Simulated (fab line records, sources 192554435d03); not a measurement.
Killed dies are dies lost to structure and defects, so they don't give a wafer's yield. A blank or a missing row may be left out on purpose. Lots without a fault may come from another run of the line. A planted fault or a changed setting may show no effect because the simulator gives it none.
Split-lot experiment | flow n5_finfet | 7 lots, 21 wafers read, on a route of 1938 steps

THE SPLIT
At N5_BEOL_M6_TRENCH_ETCH_37 (etches SiCOH lowk in C4F6/O2, target depth 94.435 nm, time 31.5 s), the setting time_s was moved away from the recipe's 31.5 s on 5 of the 21 wafers read, by -16.5% to +16.5%. The other wafers ran this setting at the recipe's value.

FROM THE SPLIT TO THE READING: what the file shows between them, 12 steps
- N5_BEOL_M6_ETCH_41: etches SiCN in CH3F/O2, target depth 29.7 nm, time 52 s
- N5_BEOL_M6_STRIP_80: strips in N2/H2, time 10 s
- N5_BEOL_M6_OCD_MEAS_38
- N5_BEOL_M6_ALD_77: deposits TaN, target thk 2 nm, pulse time 2 s, purge time 3 s (also split here: ald_cycles)
- N5_BEOL_M6_SURFACE_TREAT_79
- N5_BEOL_M6_CVD_78: deposits Co from CCTBA/H2, target thk 2 nm, time 142.3 s
- N5_BEOL_M6_ECD_50: material Cu, target thk 300 nm
- N5_BEOL_M6_ANNEAL_51: time 90 s
- N5_BEOL_M6_CMP_52: polishes, stops on SiCOH lowk, t overpolish 6.9 s, target thk 80 nm
- N5_BEOL_M6_THK_MEAS_53: measures by xrf
- N5_BEOL_M6_PRE_CLEAN_55: time 15 s
- N5_BEOL_M6_DEP_56: deposits SiCN from 3MS/NH3, target thk 10 nm, time 17.5 s

THE READING
M6_RS, in ohm/sq, at N5_BEOL_M6_RS_MEAS_57 (measures by four-point-probe). Fault-free wafers of this fab line usually give 0.285 ohm/sq, standard deviation 0.0065 ohm/sq.

wafer  | tool, chamber at the split | time_s as run, s | against the recipe | M6_RS, ohm/sq | against lot-mates on the recipe
L083.3 | rie_diel-06, 2             | 31.5             | recipe             | 0.278         | -
L083.4 | rie_diel-06, 3             | 31.5             | recipe             | 0.277         | -
L083.5 | rie_diel-06, 1             | 31.5             | recipe             | 0.283         | -
L086.1 | rie_diel-01, 0             | 31.5             | recipe             | 0.294         | -
L086.2 | rie_diel-01, 1             | 31.5             | recipe             | 0.284         | -
L086.5 | rie_diel-01, 0             | 31.5             | recipe             | 0.294         | -
L087.1 | rie_diel-02, 3             | 31.5             | recipe             | 0.280         | -
L087.2 | rie_diel-02, 1             | 36.69            | +16.5%             | 0.233         | -0.047
L087.6 | rie_diel-02, 2             | 36.69            | +16.5%             | 0.227         | -0.053
L090.2 | rie_diel-02, 2             | 31.5             | recipe             | 0.290         | -
L090.3 | rie_diel-02, 0             | 31.5             | recipe             | 0.274         | -
L090.6 | rie_diel-02, 0             | 26.31            | -16.5%             | 0.363         | +0.081
L089.3 | rie_diel-02, 2             | 31.5             | recipe             | 0.279         | -
L089.5 | rie_diel-02, 3             | 31.5             | recipe             | 0.284         | -
L089.6 | rie_diel-02, 2             | 31.5             | recipe             | 0.288         | -
L092.1 | rie_diel-06, 3             | 31.5             | recipe             | 0.279         | -
L092.2 | rie_diel-06, 0             | 34.86            | +10.7%             | 0.245         | -0.034
L092.5 | rie_diel-06, 3             | 34.86            | +10.7%             | 0.242         | -0.037
L096.1 | rie_diel-02, 0             | 31.5             | recipe             | 0.273         | -
L096.3 | rie_diel-02, 2             | 31.5             | recipe             | 0.282         | -
L096.5 | rie_diel-02, 1             | 31.5             | recipe             | 0.277         | -

THE FIT
A straight line over all 21 wafers: M6_RS changes by -0.0038 ohm/sq for each +1% of time_s; r = -0.96; the points scatter about the line by 0.0077 ohm/sq.
The same after taking each lot's own level away (the mean of its wafers on the recipe; 21 wafers): -0.00367 ohm/sq for each +1%; r = -0.97; scatter 0.0068 ohm/sq.
On that fit, the largest move of time_s shifts the reading by 0.061 ohm/sq.
The lots' own levels span 0.2773 to 0.2907 ohm/sq, that is 2.1 times the standard deviation above.
So the lot-to-lot level changes the slope little: the two slopes agree.
Check: with one of the wafers moved furthest among these (-16.5%) left out of the fit, the line predicts +0.0512 ohm/sq for it against its lot-mates. It came out at +0.081 ohm/sq against them.

OTHER SPLITS ON THESE WAFERS
These wafers also went through other splits before the reading. Each is held against what the fit with the lots' levels taken away leaves over:
other split on the same wafers | wafers away from the commonest value | r with M6_RS (lot level and that fit taken away)
N5_BEOL_M4_COAT_62 spin_rpm    | 6                                    | +0.15
N5_BEOL_M5_COAT_22 spin_rpm    | 6                                    | +0.25
N5_BEOL_M5_EXPOSE_25 dose_mj   | 12                                   | +0.07
N5_BEOL_M6_ALD_77 ald_cycles   | 6                                    | -0.31

THE WHOLE CHAIN: every reading that the file lists as answering this split, in the file's order
step                      | what it does                                                        | reading                                                                          | change (the file's fit)                | r (the file's)
N5_BEOL_M6_TRENCH_ETCH_37 | etches SiCOH lowk in C4F6/O2, target depth 94.435 nm, time 31.5 s   | BEOL_M6.feature_depth_nm (the simulator's own value, which no gauge read)        | +0.948 nm for each +1% of the setting  | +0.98
N5_BEOL_M6_TRENCH_ETCH_37 | etches SiCOH lowk in C4F6/O2, target depth 94.435 nm, time 31.5 s   | etch.depth_nm (the simulator's own value, which no gauge read)                   | +0.946 nm for each +1% of the setting  | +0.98
N5_BEOL_M6_TRENCH_ETCH_37 | etches SiCOH lowk in C4F6/O2, target depth 94.435 nm, time 31.5 s   | TiN_of_BEOL_M6_HM_DEP_02.thk_nm (the simulator's own value, which no gauge read) | -0.0341 nm for each +1% of the setting | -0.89
N5_BEOL_M6_OCD_MEAS_38    |                                                                     | trench_depth_nm                                                                  | +0.947 nm for each +1% of the setting  | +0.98
N5_BEOL_M6_CMP_52         | polishes, stops on SiCOH lowk, t overpolish 6.9 s, target thk 80 nm | Cu_of_BEOL_M6_ECD_50.thk_nm (the simulator's own value, which no gauge read)     | +0.931 nm for each +1% of the setting  | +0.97
N5_BEOL_M6_THK_MEAS_53    | measures by xrf                                                     | M6_THK                                                                           | +0.904 for each +1% of the setting     | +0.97
N5_BEOL_M6_RS_MEAS_57     | measures by four-point-probe                                        | M6_RS                                                                            | -0.00385 for each +1% of the setting   | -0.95

THE FILE'S OWN FIT
M6_RS changes by -0.00385 ohm/sq for each +1% of time_s, r = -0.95.
